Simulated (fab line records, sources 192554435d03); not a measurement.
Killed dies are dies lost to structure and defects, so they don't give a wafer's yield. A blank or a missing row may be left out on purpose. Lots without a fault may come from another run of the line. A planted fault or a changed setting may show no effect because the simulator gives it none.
Chamber matching | flow n5_finfet | N5_BEOL_M6_DESCUM_16 on rie_diel-03: 4 sister chambers
The step chemistry O2, time 7.9 s. 20 wafers are shown with their chamber, then 10 later ones without.

WAFERS WITH THEIR CHAMBER
wafer  | chamber | drypump_motor_current_A (A) | showerhead_plenum_p_Torr (Torr) | throttle_valve_pct (%)
L075.3 | 3       | 5.5                         | 2.14                            | 20.40
L075.4 | 2       | 5.3                         | 2.15                            | 20.72
L075.6 | 3       | 5.5                         | 2.14                            | 20.40
L076.2 | 2       | 5.3                         | 2.15                            | 20.73
L076.3 | 1       | 6.3                         | 2.13                            | 20.61
L076.5 | 1       | 6.3                         | 2.13                            | 20.61
L078.1 | 3       | 5.5                         | 2.13                            | 20.42
L078.2 | 2       | 5.4                         | 2.15                            | 20.75
L078.6 | 0       | 5.8                         | 2.06                            | 20.20
L080.2 | 0       | 5.8                         | 2.06                            | 20.19
L080.3 | 1       | 6.3                         | 2.13                            | 20.62
L080.6 | 0       | 5.8                         | 2.06                            | 20.20
L082.1 | 0       | 5.8                         | 2.05                            | 20.19
L082.3 | 3       | 5.5                         | 2.13                            | 20.46
L082.4 | 1       | 6.3                         | 2.13                            | 20.62
L084.2 | 0       | 5.8                         | 2.05                            | 20.23
L084.3 | 3       | 5.5                         | 2.13                            | 20.46
L084.6 | 3       | 5.5                         | 2.13                            | 20.46
L086.2 | 0       | 5.8                         | 2.05                            | 20.22
L086.4 | 1       | 6.3                         | 2.13                            | 20.64

SIGNATURES (means of the wafers above)
reading                  | chamber 0 | chamber 1 | chamber 2 | chamber 3 | scatter within a chamber
drypump_motor_current_A  | 5.800     | 6.300     | 5.333     | 5.500     | 0.0204
showerhead_plenum_p_Torr | 2.0550    | 2.1300    | 2.1500    | 2.1333    | 0.00421
throttle_valve_pct       | 20.2050   | 20.6200   | 20.7333   | 20.4333   | 0.0208
Rule: a wafer's distance from a chamber is the root of the sum, over the readings, of the square of ((its reading less the chamber's mean) divided by the reading's scatter). The wafer belongs to the nearest chamber; if the next one is less than 2 further off, it can't be placed. The scatter: the root of (the sum of the squares of (reading less its chamber's mean) over the shown wafers, divided by (wafers less chambers)).

WAFERS WITHOUT THEIR CHAMBER
wafer  | drypump_motor_current_A (A) | showerhead_plenum_p_Torr (Torr) | throttle_valve_pct (%)
L086.6 | 6.3                         | 2.12                            | 20.65
L088.1 | 6.3                         | 2.12                            | 20.65
L088.5 | 6.3                         | 2.12                            | 20.66
L088.6 | 5.4                         | 2.14                            | 20.34
L091.1 | 5.8                         | 2.05                            | 20.23
L091.2 | 5.4                         | 2.14                            | 20.33
L091.6 | 5.4                         | 2.12                            | 20.48
L094.2 | 5.4                         | 2.14                            | 20.34
L094.3 | 6.3                         | 2.12                            | 20.66
L094.5 | 5.5                         | 2.12                            | 20.49

WHICH CHAMBER EACH WENT THROUGH
wafer  | from the rows above | in truth
L086.6 | 1                   | 1
L088.1 | 1                   | 1
L088.5 | 1                   | 1
L088.6 | 3                   | 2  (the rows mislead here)
L091.1 | 0                   | 0
L091.2 | 3                   | 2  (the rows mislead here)
L091.6 | 3                   | 3
L094.2 | 3                   | 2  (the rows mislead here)
L094.3 | 1                   | 1
L094.5 | 3                   | 3
Placed correctly: 7 of 10. Can't be placed from these rows: 0. Placed wrongly: 3.
